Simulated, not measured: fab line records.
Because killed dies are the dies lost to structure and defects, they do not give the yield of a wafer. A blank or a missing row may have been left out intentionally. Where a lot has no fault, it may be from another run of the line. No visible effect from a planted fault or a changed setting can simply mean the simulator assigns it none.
Which tool did it? -- flow nand harc -- 72 wafers from 24 lots sampled at 6 of the route's 1159 steps

## WHAT EACH GAUGE READ, for each wafer
The record lacks any reading of a measuring or inspecting step that a usual standard deviation could be used to judge.

## EACH LOT AND THE TOOL THAT RAN IT (in order: tool; ch and the chambers of the sampled wafers; start)
lot,NHARC_A_WL_FILL_ALD_19,NHARC_A_CONTACT_DEP_29,NHARC_A_CONTACT_ETCH_122,NHARC_A_CONTACT_ETCH_131,NHARC_A_CONTACT_ETCH_132,NHARC_A_CONTACT_DEP_85
L074,"ald metal-03 ch 0,1,2, day 15 18:20","pecvd-01 ch 0,1, day 16 04:37","har cap etch-01 ch 0,1, day 16 11:40","har cap etch-02 ch 0,1, day 16 18:37","har cap etch-02 ch 0,1, day 16 18:46","pecvd-02 ch 1,2, day 17 00:17"
L075,"ald metal-01 ch 0,1,2, day 15 18:22","pecvd-01 ch 1,2, day 16 04:56","har cap etch-02 ch 0,1, day 16 11:36","har cap etch-01 ch 0,1, day 16 18:53","har cap etch-01 ch 0,1, day 16 19:02","pecvd-02 ch 0,1, day 17 00:31"
L077,"ald metal-03 ch 0,1,3, day 16 04:20","pecvd-02 ch 0,1,2, day 16 12:53","har cap etch-01 ch 0,1, day 16 16:10","har cap etch-02 ch 0,1, day 17 04:23","har cap etch-02 ch 0,1, day 17 04:35","pecvd-01 ch 0,2, day 17 07:53"
L076,"ald metal-04 ch 0,1,2, day 16 04:20","pecvd-04 ch 0,2, day 16 13:01","har cap etch-03 ch 0,1, day 16 16:23","har cap etch-03 ch 0,1, day 17 01:26","har cap etch-03 ch 0,1, day 17 01:34","pecvd-02 ch 0,2, day 17 05:23"
L078,"ald metal-03 ch 0,2,3, day 16 04:26","pecvd-02 ch 0,1, day 16 17:25","har cap etch-02 ch 0,1, day 16 20:43","har cap etch-01 ch 0,1, day 17 05:21","har cap etch-01 ch 0,1, day 17 05:29","pecvd-02 ch 0,1,2, day 17 08:38"
L080,"ald metal-04 ch 1,2, day 17 06:50","pecvd-04 ch 0,1, day 17 15:34","har cap etch-03 ch 0,1, day 17 18:42","har cap etch-01 ch 0,1, day 18 01:23","har cap etch-01 ch 0,1, day 18 01:32","pecvd-02 ch 0,1,2, day 18 07:20"
L079,"ald metal-03 ch 2,3, day 17 06:51","pecvd-01 ch 1,2, day 17 17:47","har cap etch-02 ch 0,1, day 17 21:04","har cap etch-03 ch 0,1, day 18 04:16","har cap etch-03 ch 0,1, day 18 04:24","pecvd-01 ch 0,2, day 18 07:50"
L081,"ald metal-04 ch 0,1, day 17 18:47","pecvd-01 ch 0,1,2, day 18 03:26","har cap etch-02 ch 0,1, day 18 06:40","har cap etch-01 ch 0,1, day 18 13:25","har cap etch-01 ch 0,1, day 18 13:33","pecvd-02 ch 0,1, day 18 18:29"
L082,"ald metal-01 ch 0,1,3, day 17 18:49","pecvd-01 ch 0,2, day 18 04:10","har cap etch-01 ch 0,1, day 18 07:45","har cap etch-03 ch 0,1, day 18 14:47","har cap etch-03 ch 0,1, day 18 14:55","pecvd-02 ch 1,2, day 18 19:41"
L084,"ald metal-03 ch 0,2, day 18 07:15","pecvd-04 ch 1,2, day 18 20:29","har cap etch-02 ch 0,1, day 18 23:50","har cap etch-02 ch 0,1, day 19 06:49","har cap etch-02 ch 0,1, day 19 06:57","pecvd-02 ch 1,2, day 19 11:38"
L085,"ald metal-01 ch 1,2,3, day 18 07:16","pecvd-02 ch 0,1,2, day 18 18:45","har cap etch-01 ch 0, day 18 22:15","har cap etch-03 ch 1, day 19 05:12","har cap etch-03 ch 1, day 19 05:21","pecvd-02 ch 0,1,2, day 19 08:33"
L083,"ald metal-04 ch 1,2,3, day 18 18:26","pecvd-04 ch 0,1,2, day 19 03:05","har cap etch-01 ch 0,1, day 19 06:23","har cap etch-02 ch 0,1, day 19 13:56","har cap etch-02 ch 0,1, day 19 14:04","pecvd-01 ch 0,1,2, day 19 17:44"
L087,"ald metal-03 ch 1,2,3, day 19 01:06","pecvd-04 ch 1,2, day 19 09:41","har cap etch-01 ch 0,1, day 19 13:00","har cap etch-02 ch 0,1, day 19 20:55","har cap etch-02 ch 0,1, day 19 21:03","pecvd-02 ch 0,1, day 20 01:34"
L088,"ald metal-01 ch 2,3, day 19 01:07","pecvd-02 ch 0,1, day 19 13:03","har cap etch-01 ch 0,1, day 19 16:28","har cap etch-03 ch 0,1, day 19 23:22","har cap etch-03 ch 0,1, day 19 23:31","pecvd-02 ch 0,2, day 20 02:49"
L086,"ald metal-04 ch 1,2,3, day 19 03:35","pecvd-02 ch 0,2, day 19 14:32","har cap etch-03 ch 0,1, day 19 17:52","har cap etch-01 ch 0,1, day 20 01:13","har cap etch-01 ch 0,1, day 20 01:21","pecvd-02 ch 0,2, day 20 04:51"
L089,"ald metal-04 ch 1,2, day 19 15:33","pecvd-01 ch 0,1, day 20 00:17","har cap etch-02 ch 0,1, day 20 03:48","har cap etch-01 ch 0,1, day 20 10:44","har cap etch-01 ch 0,1, day 20 10:52","pecvd-04 ch 0,2, day 20 16:07"
L090,"ald metal-04 ch 0,1, day 19 19:49","pecvd-01 ch 0,1, day 20 04:38","har cap etch-02 ch 0,1, day 20 08:11","har cap etch-03 ch 0,1, day 20 15:24","har cap etch-03 ch 0,1, day 20 15:32","pecvd-02 ch 0,1, day 20 19:05"
L091,"ald metal-03 ch 0,3, day 20 06:23","pecvd-04 ch 0,1,2, day 20 17:50","har cap etch-03 ch 0,1, day 20 21:07","har cap etch-03 ch 0,1, day 21 05:40","har cap etch-03 ch 0,1, day 21 05:49","pecvd-02 ch 0,1,2, day 21 09:53"
L092,"ald metal-04 ch 0,2,3, day 20 06:26","pecvd-04 ch 0,1, day 20 17:11","har cap etch-01 ch 0,1, day 20 20:30","har cap etch-01 ch 0,1, day 21 06:43","har cap etch-01 ch 0,1, day 21 06:55","pecvd-02 ch 1,2, day 21 11:08"
L093,"ald metal-03 ch 0,1, day 20 13:49","pecvd-02 ch 1,2, day 20 23:31","har cap etch-01 ch 0,1, day 21 03:14","har cap etch-02 ch 0, day 21 11:43","har cap etch-02 ch 0, day 21 11:52","pecvd-02 ch 1,2, day 21 15:11"
L094,"ald metal-04 ch 0,1,3, day 20 23:34","pecvd-04 ch 0,1, day 21 10:29","har cap etch-01 ch 0,1, day 21 14:09","har cap etch-01 ch 0,1, day 21 23:22","har cap etch-01 ch 0,1, day 21 23:31","pecvd-01 ch 0,1,2, day 22 02:47"
L096,"ald metal-03 ch 1,2, day 21 06:28","pecvd-02 ch 0,1, day 21 16:44","har cap etch-02 ch 0,1, day 21 19:49","har cap etch-02 ch 0,1, day 22 04:01","har cap etch-02 ch 0,1, day 22 04:10","pecvd-01 ch 1,2, day 22 07:31"
L095,"ald metal-03 ch 1,2,3, day 21 09:57","pecvd-01 ch 0,1,2, day 21 22:53","har cap etch-03 ch 0,1, day 22 02:10","har cap etch-03 ch 0,1, day 22 09:04","har cap etch-03 ch 0,1, day 22 09:12","pecvd-04 ch 0,1,2, day 22 12:34"
L097,"ald metal-01 ch 0,1,3, day 22 08:28","pecvd-01 ch 0,1, day 22 19:59","har cap etch-01 ch 0,1, day 22 23:14","har cap etch-01 ch 1, day 23 08:13","har cap etch-01 ch 1, day 23 08:22","pecvd-01 ch 1,2, day 23 14:02"
- NHARC_A_WL_FILL_ALD_19: deposits TiN, target thk 2 nm, pulse time 3 s, ald cycles 100.
- NHARC_A_CONTACT_DEP_29: deposits SiON, target thk 70 nm.
- NHARC_A_CONTACT_ETCH_122: etches the open film in C4F8/O2/Ar, time 95 s, target depth 930 nm.
- NHARC_A_CONTACT_ETCH_131: etches the open film in C4F8/O2/Ar, time 155 s, target depth 956 nm.
- NHARC_A_CONTACT_ETCH_132: etches the open film in C4F8/O2/Ar, time 156 s, target depth 958 nm.
- NHARC_A_CONTACT_DEP_85: deposits SiON, target thk 50 nm.

## WHAT THE TOOLS THEMSELVES READ (means of the sampled wafers that have a number; where no wafer has one, the mark that the record gives instead)
NHARC_A_WL_FILL_ALD_19.
lot,tool,heater power w (W),precursor pulse height rel,susceptor temp C (C)
L074,ald metal-03,1189,0.985,450.10
L075,ald metal-01,1252,1.018,450.28
L077,ald metal-03,1267,1.010,450.23
L076,ald metal-04,1036,1.009,449.93
L078,ald metal-03,1206,0.995,450.03
L080,ald metal-04,1028,1.008,450.15
L079,ald metal-03,1222,1.010,450.21
L081,ald metal-04,1076,0.984,450.13
L082,ald metal-01,1200,1.008,449.94
L084,ald metal-03,1161,0.986,450.08
L085,ald metal-01,1091,1.006,449.82
L083,ald metal-04,992,1.003,449.84
L087,ald metal-03,1213,0.991,449.83
L088,ald metal-01,1057,0.986,450.18
L086,ald metal-04,996,1.002,449.94
L089,ald metal-04,986,1.004,450.00
L090,ald metal-04,1121,0.995,450.24
L091,ald metal-03,1276,1.002,449.89
L092,ald metal-04,1072,1.005,450.05
L093,ald metal-03,1251,1.011,450.22
L094,ald metal-04,1026,0.998,449.98
L096,ald metal-03,1194,0.988,450.09
L095,ald metal-03,1222,1.012,449.92
L097,ald metal-01,1186,0.996,449.95

NHARC_A_CONTACT_DEP_29.
lot,tool,heater power w (W),susceptor temp C (C)
L074,pecvd-01,711,399.97
L075,pecvd-01,760,400.05
L077,pecvd-02,851,400.01
L076,pecvd-04,757,400.02
L078,pecvd-02,822,399.98
L080,pecvd-04,786,400.40
L079,pecvd-01,727,400.06
L081,pecvd-01,763,399.93
L082,pecvd-01,720,400.30
L084,pecvd-04,695,400.06
L085,pecvd-02,799,400.15
L083,pecvd-04,739,400.11
L087,pecvd-04,780,400.12
L088,pecvd-02,788,400.13
L086,pecvd-02,844,400.07
L089,pecvd-01,664,400.06
L090,pecvd-01,626,400.23
L091,pecvd-04,734,400.08
L092,pecvd-04,820,399.91
L093,pecvd-02,788,399.96
L094,pecvd-04,765,399.80
L096,pecvd-02,835,400.00
L095,pecvd-01,611,400.13
L097,pecvd-01,636,399.75

NHARC_A_CONTACT_DEP_85.
lot,tool,heater power w (W),susceptor temp C (C)
L074,pecvd-02,802,400.19
L075,pecvd-02,810,400.04
L077,pecvd-01,734,400.18
L076,pecvd-02,868,399.84
L078,pecvd-02,772,400.01
L080,pecvd-02,753,400.19
L079,pecvd-01,679,399.93
L081,pecvd-02,790,399.75
L082,pecvd-02,815,399.99
L084,pecvd-02,803,399.94
L085,pecvd-02,801,400.06
L083,pecvd-01,700,399.93
L087,pecvd-02,874,400.02
L088,pecvd-02,763,400.04
L086,pecvd-02,893,400.08
L089,pecvd-04,762,400.04
L090,pecvd-02,770,400.00
L091,pecvd-02,761,400.05
L092,pecvd-02,803,400.05
L093,pecvd-02,716,399.88
L094,pecvd-01,669,400.27
L096,pecvd-01,653,400.10
L095,pecvd-04,723,399.84
L097,pecvd-01,653,400.09

## THE ANSWER, worked out from the rows above alone
Rule: the usual values come from the lots themselves. Put in order of their means at a reading, lots are off if they are a third of the lots or fewer, leave a main group of 4 or more, and stand apart from it by a gap of 3 or more times the standard deviation of the main group's means; of several such gaps the widest counts. A main group whose means are all the same, to the digits that the tables above print for the reading, isn't used. Also off: a lot with no number at a reading for which 4 or more lots have one. All remaining lots with rows at the step are treated as sound. Order of review: gauges by route order, followed by the tools' own readings, for which a lot's mean as printed above is used. The first step at which some lot is off is used, and at that step the reading that is off furthest; a lot without a number counts as furthest.
No lot is off on any of the readings shown, so nothing can be concluded from this.

## WHAT THE SIMULATOR PUT IN
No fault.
